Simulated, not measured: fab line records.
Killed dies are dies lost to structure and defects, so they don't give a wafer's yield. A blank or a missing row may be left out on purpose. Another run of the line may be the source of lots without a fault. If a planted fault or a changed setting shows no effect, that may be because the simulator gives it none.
fab line records	flow n5_finfet	part 1 of 2: steps 1 to 16 of 26
record lots=5	wafers=15	last_day=16
route steps=1938 shown BEOL_M11@1566
lots with no fault: from the same line, run without faults
start_h: the number of hours between the record's first day and the start of the first shown wafer of the lot	wait_h: time in hours since the lot's previous step	" the same as in the row above	L1.1+2: a row that stands for several wafers	- no value, or no start was given	* or withheld: withheld	< > ~ a bound
route shown NAME@n: a module of which the file shows steps, and the number in the route of the first	usual: mean/standard deviation taken from wafers without a fault	same: alike in all rows	chamber/n: place in a boat	sites: each site's reading	_std_site: standard deviation across them	_edge_site: mean of outer sites minus mean of inner sites	radius_mm: for every site, how far away it sits from the centre of the wafer	mask NAME#n: copy n	behind: the most recent tool/chamber to have shaped the wafer	hold: why the lot was held/for how many hours/how that ended	device: the n, p or np transistor that did not switch	end of line: tests run on the same wafers once the route is complete	a step without rows: its recipe alone	killed: count of dies lost to structure and defects at first sort (not the wafer's yield)	map: shows each die of a wafer: x if killed, . if not, _ if none is there
set.NAME: the setting that was run; set.NAME@STEP: the one run at that earlier step	model.NAME: the simulator's own value behind a step, which no gauge read
certain route steps with their lots: each step a table, each wafer a row
services: when a tool's chamber went out of use (start_h, in hours from the record's first day, below 0 if earlier), for how many hours, and the reason
## steps
# step N5_BEOL_M11_PEB_26
# recipe peb_temp_c=withheld	peb_time_s=60	resist=CAR-ArF
# usual exhaust_pa=45.1/0.89
lot.wafer	tool	chamber	start_h	wait_h	exhaust_pa
L079.3	litho_track-04	0	249.56	0.0	44.3
L079.5	"	0	"	"	45.6
L079.6	"	0	"	"	46.6
L081.2	litho_track-05	0	270.87	0.1	44.1
L081.4	"	0	"	"	43.7
L081.5	"	0	"	"	43.5
L086.1	litho_track-04	0	282.90	0.1	45.7
L086.5	"	0	"	"	44.8
L086.6	"	0	"	"	47.5
L090.1	litho_track-04	0	321.39	0.1	46.1
L090.2	"	0	"	"	44.2
L090.3	"	0	"	"	46.0
L093.2	litho_track-02	0	337.39	0.1	44.2
L093.5	"	0	"	"	45.3
L093.6	"	0	"	"	43.0
# step N5_BEOL_M11_DEVELOP_27
# recipe develop_time_s=30	developer=TMAH	resist=CAR-ArF	rinse_liquid=diw	dry=air_spin	dev_temp_c=23
# usual exhaust_pa=45.0/0.8
lot.wafer	tool	chamber	start_h	wait_h	exhaust_pa
L079.3	litho_track-04	0	-	-	44.5
L079.5	"	0	"	"	45.8
L079.6	"	0	"	"	46.0
L081.2	litho_track-05	0	-	-	43.2
L081.4	"	0	"	"	43.2
L081.5	"	0	"	"	44.7
L086.1	litho_track-04	0	-	-	45.2
L086.5	"	0	"	"	45.1
L086.6	"	0	"	"	44.7
L090.1	litho_track-04	0	-	-	45.3
L090.2	"	0	"	"	45.1
L090.3	"	0	"	"	45.1
L093.2	litho_track-02	0	-	-	43.8
L093.5	"	0	"	"	43.7
L093.6	"	0	"	"	45.0
# step N5_BEOL_M11_CD_MEAS_28
# recipe target_cd_nm=70	landing_energy_ev=500	detector=se_inlens	polarity=opening
# usual cd_nm=70.2/1.1
lot.wafer	tool	chamber	start_h	wait_h	cd_nm
L079.3	cd_sem-02	0	249.63	-	68.9
L079.5	"	0	"	"	70.0
L079.6	"	0	"	"	69.5
L081.2	cd_sem-03	0	270.94	-	69.8
L081.4	"	0	"	"	70.8
L081.5	"	0	"	"	69.0
L086.1	cd_sem-03	0	282.96	-	71.1
L086.5	"	0	"	"	70.6
L086.6	"	0	"	"	69.7
L090.1	cd_sem-01	0	321.46	-	69.7
L090.2	"	0	"	"	69.3
L090.3	"	0	"	"	71.8
L093.2	cd_sem-03	0	337.46	-	70.4
L093.5	"	0	"	"	69.6
L093.6	"	0	"	"	71.6
# step N5_BEOL_M11_OVL_MEAS_29
# recipe points_per_wafer=44
# usual V10_OVL=0.3/0.83
lot.wafer	tool	chamber	start_h	wait_h	V10_OVL[nm]
L079.3	overlay-02	0	249.66	0.0	0.4
L079.5	"	0	"	"	-0.3
L079.6	"	0	"	"	1.1
L081.2	overlay-01	0	270.97	0.0	-0.9
L081.4	"	0	"	"	-0.9
L081.5	"	0	"	"	-0.6
L086.1	overlay-02	0	282.99	0.0	-0.8
L086.5	"	0	"	"	-0.1
L086.6	"	0	"	"	-1.0
L090.1	overlay-02	0	321.49	0.0	-1.2
L090.2	"	0	"	"	0.4
L090.3	"	0	"	"	-0.4
L093.2	overlay-01	0	337.49	0.0	0.7
L093.5	"	0	"	"	0.3
L093.6	"	0	"	"	-0.2
# step N5_BEOL_M11_INSPECT_30
# recipe mode=adi	inspect_instrument=brightfield
# usual raw_defect_count=469/130
lot.wafer	tool	chamber	start_h	wait_h	raw_defect_count
L079.3	defect_inspect-01	-	249.68	0.0	315
L079.5	"	-	"	"	397
L079.6	"	-	"	"	405
L081.2	defect_inspect-02	-	270.99	0.0	392
L081.4	"	-	"	"	567
L081.5	"	-	"	"	381
L086.1	defect_inspect-01	-	283.02	0.0	342
L086.5	"	-	"	"	578
L086.6	"	-	"	"	452
L090.1	defect_inspect-01	-	321.51	0.0	568
L090.2	"	-	"	"	404
L090.3	"	-	"	"	519
L093.2	defect_inspect-01	-	337.51	0.0	348
L093.5	"	-	"	"	469
L093.6	"	-	"	"	417
# step N5_BEOL_M11_DESCUM_33
# recipe chemistry=O2	time_s=7.9	source_power_w=50	bias_power_w=20	pressure_mtorr=20	rf_frequency_hz=2.712e+07	temp_c=40	resist=CAR-ArF	o2_flow_sccm=225
# usual drypump_motor_current_A=5.72/0.27	oes_product_au=0.76/0.086	rf_vpp_V=243.1/1.4	showerhead_plenum_p_Torr=2.09/0.074	temp_c=39.99/0.1	throttle_valve_pct=20.52/0.24
lot.wafer	tool	chamber	start_h	wait_h	drypump_motor_current_A	oes_product_au	rf_hours_counter_h	rf_vpp_V	showerhead_plenum_p_Torr	temp_c	throttle_valve_pct
L079.3	rie_diel-06	0	249.72	0.0	5.83	0.72	172	244.8	2.08	39.88	20.73
L079.5	"	1	"	"	5.85	0.71	-	244.6	2.18	40.11	20.66
L079.6	"	0	"	"	5.84	0.72	-	242.8	2.08	39.90	20.72
L081.2	rie_diel-05	3	271.55	0.6	6.12	0.86	43	245.6	2.21	40.13	20.55
L081.4	"	1	"	"	5.74	0.71	-	241.9	2.06	39.77	20.05
L081.5	"	0	"	"	5.86	0.74	-	242.5	2.00	40.14	20.74
L086.1	rie_diel-03	2	283.07	0.0	5.53	0.86	27	246.4	2.24	40.00	20.40
L086.5	"	0	"	"	5.40	0.68	-	243.4	2.04	39.89	20.52
L086.6	"	1	"	"	6.23	0.69	-	241.3	1.99	40.05	20.70
L090.1	rie_diel-05	0	321.60	0.1	5.84	0.71	193	241.4	2.00	39.99	20.75
L090.2	"	3	"	"	6.11	0.84	57	245.6	2.21	40.10	20.56
L090.3	"	2	"	"	5.56	0.81	86	242.5	2.10	39.95	20.27
L093.2	rie_diel-06	0	337.54	0.0	5.84	0.69	199	243.8	2.07	39.97	20.76
L093.5	"	3	"	"	5.80	0.84	-	241.7	2.12	39.99	20.77
L093.6	"	2	"	"	5.53	1.00	-	242.3	2.07	40.02	20.04
# step N5_BEOL_M11_ETCH_65
# recipe chemistry=CF4	target=SiARC	target_depth_a=390	mask_material=CAR-ArF	time_s=65	ion_energy_ev=80	pressure_mtorr=40	source_w=545	bias_w=36	Ar_flow_sccm=100	cf4_flow_sccm=100	ends=cleared
# usual drypump_motor_current_A=5.71/0.28	etch_rf_on_time_s=64.6/1.7	oes_product_au=0.65/0.07	rf_vpp_V=184.2/1.3	showerhead_plenum_p_Torr=2.15/0.066	throttle_valve_pct=15.72/0.21
lot.wafer	tool	chamber	start_h	wait_h	drypump_motor_current_A	etch_rf_on_time_s	oes_product_au	rf_hours_counter_h	rf_vpp_V	showerhead_plenum_p_Torr	throttle_valve_pct
L079.3	rie_diel-06	0	249.75	0.0	5.83	63.9	0.62	172	186.2	2.14	15.93
L079.5	"	1	"	"	5.88	65.9	0.62	-	185.4	2.22	15.81
L079.6	"	0	"	"	5.83	63.2	0.62	-	184.2	2.14	15.91
L081.2	rie_diel-05	3	271.59	0.0	6.19	66.8	0.72	43	184.4	2.26	15.65
L081.4	"	1	"	"	5.73	64.6	0.61	-	184.0	2.13	15.44
L081.5	"	0	"	"	5.84	61.6	0.64	-	182.2	2.06	15.97
L086.1	rie_diel-03	2	283.10	0.0	5.54	63.9	0.74	27	185.6	2.27	15.46
L086.5	"	0	"	"	5.37	64.4	0.59	-	184.0	2.11	15.85
L086.6	"	1	"	"	6.23	62.9	0.59	-	183.1	2.04	15.91
L090.1	rie_diel-05	0	321.64	0.0	5.81	61.6	0.63	193	183.4	2.06	16.02
L090.2	"	3	"	"	6.10	66.6	0.70	57	185.0	2.26	15.69
L090.3	"	2	"	"	5.57	61.2	0.72	86	184.7	2.16	15.51
L093.2	rie_diel-06	0	337.58	0.0	5.84	64.9	0.59	199	183.5	2.13	15.97
L093.5	"	3	"	"	5.78	63.6	0.71	-	184.5	2.16	15.78
L093.6	"	2	"	"	5.52	67.1	0.84	-	183.9	2.11	15.13
# step N5_BEOL_M11_ETCH_66
# recipe chemistry=N2/H2	target=SOC	target_depth_a=1200	overetch_a=240	mask_material=SiARC	temp_c=40	time_s=180	ion_energy_ev=200	pressure_mtorr=30	source_w=840	bias_w=150	n2_flow_sccm=200	h2_flow_sccm=200
# usual drypump_motor_current_A=5.72/0.28	n2_flow_sccm=200.0/0.66	oes_product_au=0.61/0.066	rf_vpp_V=524.1/2.6	showerhead_plenum_p_Torr=2.54/0.088	temp_c=40.00/0.12	throttle_valve_pct=17.93/0.21
lot.wafer	tool	chamber	start_h	wait_h	drypump_motor_current_A	n2_flow_sccm	oes_product_au	rf_hours_counter_h	rf_vpp_V	showerhead_plenum_p_Torr	temp_c	throttle_valve_pct
L079.3	rie_diel-06	0	249.80	0.0	5.83	200.3	0.58	172	522.1	2.51	40.07	18.04
L079.5	"	1	"	"	5.89	200.4	0.59	-	526.5	2.64	40.14	18.00
L079.6	"	0	"	"	5.84	200.6	0.58	-	524.4	2.51	39.98	18.04
L081.2	rie_diel-05	3	271.64	0.0	6.12	199.4	0.68	43	528.4	2.70	40.12	17.97
L081.4	"	1	"	"	5.76	200.0	0.58	-	522.1	2.51	39.99	17.57
L081.5	"	0	"	"	5.88	199.4	0.59	-	521.8	2.42	40.09	17.98
L086.1	rie_diel-03	2	283.15	0.0	5.45	200.0	0.70	28	528.4	2.71	40.12	17.65
L086.5	"	0	"	"	5.39	200.1	0.56	-	522.3	2.51	40.03	18.15
L086.6	"	1	"	"	6.23	199.3	0.55	-	519.9	2.41	39.84	18.09
L090.1	rie_diel-05	0	321.69	0.0	5.85	199.6	0.58	193	520.7	2.41	39.94	18.00
L090.2	"	3	"	"	6.15	198.8	0.67	57	528.8	2.69	39.81	18.01
L090.3	"	2	"	"	5.56	200.2	0.66	86	523.4	2.57	40.31	17.70
L093.2	rie_diel-06	0	337.63	0.0	5.83	200.7	0.56	199	523.7	2.50	39.96	18.09
L093.5	"	3	"	"	5.78	200.7	0.67	-	525.6	2.57	39.98	18.06
L093.6	"	2	"	"	5.53	200.2	0.80	-	521.2	2.51	40.11	17.44
# step N5_BEOL_M11_STRIP_69
# recipe chemistry=N2/H2	temp_c=40	n2_flow_sccm=200	h2_flow_sccm=200	rf_frequency_hz=6e+07
lot.wafer	tool	chamber	start_h	wait_h
L079.3+5+6	rie_diel-06	0,1,0	249.91	0.1
L081.2+4+5	rie_diel-05	3,1,0	271.75	0.1
L086.1+5+6	rie_diel-03	2,0,1	283.27	0.1
L090.1+2+3	rie_diel-05	0,3,2	321.80	0.1
L093.2+5+6	rie_diel-06	0,3,2	337.74	0.1
# step N5_BEOL_M11_VIA_ETCH_34
# recipe chemistry=C4F6/O2	target=SiCOH_lowk	target_depth_a=1845	mask_material=SOC	taper_deg=4	time_s=69.2	ion_energy_ev=250	pressure_mtorr=30	source_w=345	bias_w=185	Ar_flow_sccm=300	C4F6_flow_sccm=10	O2_flow_sccm=10
# usual drypump_motor_current_A=5.72/0.27	oes_ar_750_au=0.76/0.081	oes_product_au=0.76/0.083	rf_vpp_V=667/13	showerhead_plenum_p_Torr=2.85/0.093	throttle_valve_pct=20.97/0.24
lot.wafer	tool	chamber	start_h	wait_h	drypump_motor_current_A	oes_ar_750_au	oes_product_au	rf_hours_counter_h	rf_vpp_V	showerhead_plenum_p_Torr	throttle_valve_pct
L079.3	rie_diel-06	0	249.92	0.0	5.82	0.72	0.72	172	647	2.83	21.16
L079.5	"	1	"	"	5.93	0.73	0.72	-	676	2.94	21.01
L079.6	"	0	"	"	5.84	0.72	0.72	-	648	2.83	21.16
L081.2	rie_diel-05	3	271.76	0.0	6.18	0.83	0.84	43	691	3.01	21.04
L081.4	"	1	"	"	5.74	0.71	0.71	-	685	2.80	20.51
L081.5	"	0	"	"	5.85	0.76	0.75	-	656	2.72	21.18
L086.1	rie_diel-03	2	283.28	0.0	5.56	0.87	0.87	28	673	3.03	20.82
L086.5	"	0	"	"	5.39	0.69	0.69	-	676	2.80	21.06
L086.6	"	1	"	"	6.20	0.70	0.69	-	670	2.71	21.15
L090.1	rie_diel-05	0	321.81	0.0	5.83	0.74	0.73	193	655	2.72	21.21
L090.2	"	3	"	"	6.12	0.82	0.82	57	690	3.00	21.07
L090.3	"	2	"	"	5.54	0.83	0.83	86	663	2.87	20.80
L093.2	rie_diel-06	0	337.75	0.0	5.86	0.70	0.69	200	648	2.82	21.19
L093.5	"	3	"	"	5.78	0.84	0.85	-	656	2.88	21.17
L093.6	"	2	"	"	5.51	0.99	0.99	-	664	2.79	20.36
# step N5_BEOL_M11_STRIP_73
# recipe chemistry=C4F6/O2	resist=SiARC	rf_frequency_hz=6e+07
lot.wafer	tool	chamber	start_h	wait_h
L079.3+5+6	rie_diel-06	0,1,0	249.98	0.0
L081.2+4+5	rie_diel-05	3,1,0	271.81	0.0
L086.1+5+6	rie_diel-03	2,0,1	283.33	0.0
L090.1+2+3	rie_diel-05	0,3,2	321.86	0.0
L093.2+5+6	rie_diel-06	0,3,2	337.80	0.0
# step N5_BEOL_M11_STRIP_36
# recipe chemistry=N2/H2	power_w=450	temp_c=40	pressure_mtorr=20	rf_frequency_hz=6e+07	overash_fraction=0.3	bias_power_w=7	h2_frac=0.5	n2_flow_sccm=200	h2_flow_sccm=200
# usual drypump_motor_current_A=5.72/0.27	n2_flow_sccm=200.0/0.56	oes_product_au=0.76/0.086	rf_vpp_V=59.4/1.9	showerhead_plenum_p_Torr=2.54/0.088	temp_c=40.00/0.11	throttle_valve_pct=23.78/0.26
# same overash_fraction=0.3
lot.wafer	tool	chamber	start_h	wait_h	drypump_motor_current_A	n2_flow_sccm	oes_product_au	rf_hours_counter_h	rf_vpp_V	showerhead_plenum_p_Torr	temp_c	throttle_valve_pct
L079.3	rie_diel-06	0	249.99	0.0	5.83	200.3	0.72	172	60.8	2.51	39.95	23.89
L079.5	"	1	"	"	5.92	200.3	0.70	-	64.4	2.64	40.30	23.76
L079.6	"	0	"	"	5.80	200.0	0.72	-	60.3	2.51	40.01	23.96
L081.2	rie_diel-05	3	271.82	0.0	6.21	200.5	0.87	43	60.5	2.69	39.92	23.94
L081.4	"	1	"	"	5.73	200.7	0.71	-	58.3	2.51	40.02	23.33
L081.5	"	0	"	"	5.84	199.9	0.73	-	59.7	2.42	40.07	23.63
L086.1	rie_diel-03	2	283.34	0.0	5.49	199.8	0.86	28	55.3	2.70	40.30	23.42
L086.5	"	0	"	"	5.36	199.5	0.68	-	62.5	2.51	40.01	24.17
L086.6	"	1	"	"	6.26	200.7	0.68	-	60.9	2.41	39.95	23.92
L090.1	rie_diel-05	0	321.87	0.0	5.84	200.1	0.71	193	59.0	2.41	39.78	23.60
L090.2	"	3	"	"	6.07	199.5	0.83	57	57.7	2.69	39.97	23.92
L090.3	"	2	"	"	5.60	200.1	0.81	86	56.3	2.56	40.02	23.53
L093.2	rie_diel-06	0	337.81	0.0	5.83	199.8	0.70	200	60.5	2.50	40.04	23.97
L093.5	"	3	"	"	5.81	199.0	0.85	-	57.4	2.57	40.20	23.97
L093.6	"	2	"	"	5.53	199.1	1.00	-	61.4	2.51	39.81	23.39
# step N5_BEOL_M11_TRENCH_ETCH_37
# recipe chemistry=C4F6/O2	target_depth_a=1488.3	target=SiCOH_lowk	time_s=48	ion_energy_ev=250	pressure_mtorr=30	source_w=345	bias_w=185	Ar_flow_sccm=300	C4F6_flow_sccm=10	O2_flow_sccm=10
# usual drypump_motor_current_A=5.72/0.28	oes_ar_750_au=0.76/0.081	oes_product_au=0.76/0.083	rf_vpp_V=667/13	showerhead_plenum_p_Torr=2.85/0.093	throttle_valve_pct=21.00/0.24
lot.wafer	tool	chamber	start_h	wait_h	drypump_motor_current_A	oes_ar_750_au	oes_product_au	rf_hours_counter_h	rf_vpp_V	showerhead_plenum_p_Torr	throttle_valve_pct
L079.3	rie_diel-06	0	-	-	5.84	0.73	0.72	173	649	2.83	21.20
L079.5	"	1	"	"	5.90	0.73	0.72	-	675	2.94	21.04
L079.6	"	0	"	"	5.83	0.72	0.73	-	646	2.83	21.19
L081.2	rie_diel-05	3	-	-	6.12	0.84	0.85	43	690	3.01	21.07
L081.4	"	1	"	"	5.73	0.71	0.72	-	685	2.80	20.53
L081.5	"	0	"	"	5.84	0.75	0.75	-	657	2.72	21.20
L086.1	rie_diel-03	2	-	-	5.52	0.88	0.87	28	676	3.03	20.84
L086.5	"	0	"	"	5.38	0.69	0.68	-	675	2.80	21.07
L086.6	"	1	"	"	6.23	0.70	0.69	-	669	2.71	21.17
L090.1	rie_diel-05	0	-	-	5.86	0.74	0.73	193	656	2.72	21.23
L090.2	"	3	"	"	6.11	0.81	0.83	57	689	3.00	21.08
L090.3	"	2	"	"	5.57	0.83	0.83	86	664	2.87	20.83
L093.2	rie_diel-06	0	-	-	5.81	0.70	0.70	200	647	2.82	21.23
L093.5	"	3	"	"	5.79	0.83	0.84	-	657	2.88	21.22
L093.6	"	2	"	"	5.53	0.98	0.99	-	665	2.79	20.39
# step N5_BEOL_M11_ETCH_41
# recipe chemistry=CH3F/O2	target=SiCN	target_depth_a=426	taper_deg=2	time_s=86	ion_energy_ev=120	mask_material=TiN	pressure_mtorr=30	source_w=395	bias_w=75	Ar_flow_sccm=150	CH3F_flow_sccm=30	O2_flow_sccm=20
# usual drypump_motor_current_A=5.71/0.27	oes_product_au=0.76/0.083	rf_vpp_V=297.3/1.5	showerhead_plenum_p_Torr=2.00/0.069	throttle_valve_pct=16.40/0.22
lot.wafer	tool	chamber	start_h	wait_h	drypump_motor_current_A	oes_product_au	rf_hours_counter_h	rf_vpp_V	showerhead_plenum_p_Torr	throttle_valve_pct
L079.3	rie_diel-06	0	-	-	5.84	0.73	173	296.6	1.99	16.60
L079.5	"	1	"	"	5.93	0.71	-	299.5	2.07	16.45
L079.6	"	0	"	"	5.84	0.73	-	297.6	1.99	16.59
L081.2	rie_diel-05	3	-	-	6.12	0.84	43	299.1	2.12	16.37
L081.4	"	1	"	"	5.74	0.72	-	297.4	1.97	16.02
L081.5	"	0	"	"	5.84	0.75	-	295.7	1.91	16.60
L086.1	rie_diel-03	2	-	-	5.53	0.87	28	298.6	2.13	16.18
L086.5	"	0	"	"	5.40	0.69	-	297.8	1.96	16.50
L086.6	"	1	"	"	6.25	0.69	-	295.0	1.90	16.58
L090.1	rie_diel-05	0	-	-	5.84	0.73	193	296.9	1.90	16.64
L090.2	"	3	"	"	6.13	0.83	57	299.3	2.11	16.40
L090.3	"	2	"	"	5.56	0.84	86	298.0	2.02	16.22
L093.2	rie_diel-06	0	-	-	5.83	0.69	200	296.6	1.98	16.64
L093.5	"	3	"	"	5.80	0.84	-	298.6	2.03	16.55
L093.6	"	2	"	"	5.52	0.98	-	297.2	1.96	15.81
# step N5_BEOL_M11_STRIP_77
# recipe chemistry=N2/H2	time_s=10	power_w=450	temp_c=40	pressure_mtorr=20	rf_frequency_hz=6e+07	bias_power_w=7	n2_flow_sccm=200	h2_flow_sccm=200
# usual drypump_motor_current_A=5.72/0.28	n2_flow_sccm=200.1/0.61	oes_product_au=0.76/0.085	rf_vpp_V=59.2/0.94	showerhead_plenum_p_Torr=2.54/0.088	temp_c=40.00/0.11	throttle_valve_pct=23.78/0.26
lot.wafer	tool	chamber	start_h	wait_h	drypump_motor_current_A	n2_flow_sccm	oes_product_au	rf_hours_counter_h	rf_vpp_V	showerhead_plenum_p_Torr	temp_c	throttle_valve_pct
L079.3	rie_diel-06	0	-	-	5.82	199.2	0.72	173	58.8	2.51	39.88	23.92
L079.5	"	1	"	"	5.92	199.9	0.70	-	59.0	2.64	39.96	23.77
L079.6	"	0	"	"	5.83	200.1	0.72	-	57.9	2.51	39.89	23.93
L081.2	rie_diel-05	3	-	-	6.13	200.0	0.86	43	60.5	2.69	40.01	23.94
L081.4	"	1	"	"	5.74	200.7	0.71	-	59.0	2.51	39.94	23.32
L081.5	"	0	"	"	5.86	199.7	0.74	-	59.4	2.42	39.84	23.62
L086.1	rie_diel-03	2	-	-	5.53	200.1	0.86	28	59.5	2.70	40.03	23.43
L086.5	"	0	"	"	5.36	200.2	0.68	-	59.9	2.51	39.93	24.15
L086.6	"	1	"	"	6.25	199.9	0.67	-	58.3	2.41	40.12	23.92
L090.1	rie_diel-05	0	-	-	5.85	200.6	0.72	193	58.5	2.41	39.83	23.63
L090.2	"	3	"	"	6.13	200.3	0.83	57	60.0	2.69	40.13	23.94
L090.3	"	2	"	"	5.60	201.2	0.81	86	58.3	2.56	39.88	23.52
L093.2	rie_diel-06	0	-	-	5.83	200.3	0.69	200	59.4	2.50	39.99	23.96
L093.5	"	3	"	"	5.80	199.2	0.84	-	57.6	2.57	40.08	23.99
L093.6	"	2	"	"	5.52	200.6	1.00	-	59.4	2.51	40.01	23.38
# step N5_BEOL_M11_OCD_MEAS_38
# usual trench_depth_nm=149.1/3
lot.wafer	tool	chamber	start_h	wait_h	trench_depth_nm
L079.3	ocd-01	-	250.21	-	149.5
L079.5	"	-	"	"	145.7
L079.6	"	-	"	"	150.6
L081.2	ocd-01	-	272.05	-	147.6
L081.4	"	-	"	"	150.7
L081.5	"	-	"	"	153.0
L086.1	ocd-02	-	283.56	-	149.2
L086.5	"	-	"	"	146.8
L086.6	"	-	"	"	149.4
L090.1	ocd-02	-	322.09	-	153.5
L090.2	"	-	"	"	147.7
L090.3	"	-	"	"	155.2
L093.2	ocd-01	-	338.04	-	146.9
L093.5	"	-	"	"	152.4
L093.6	"	-	"	"	145.7
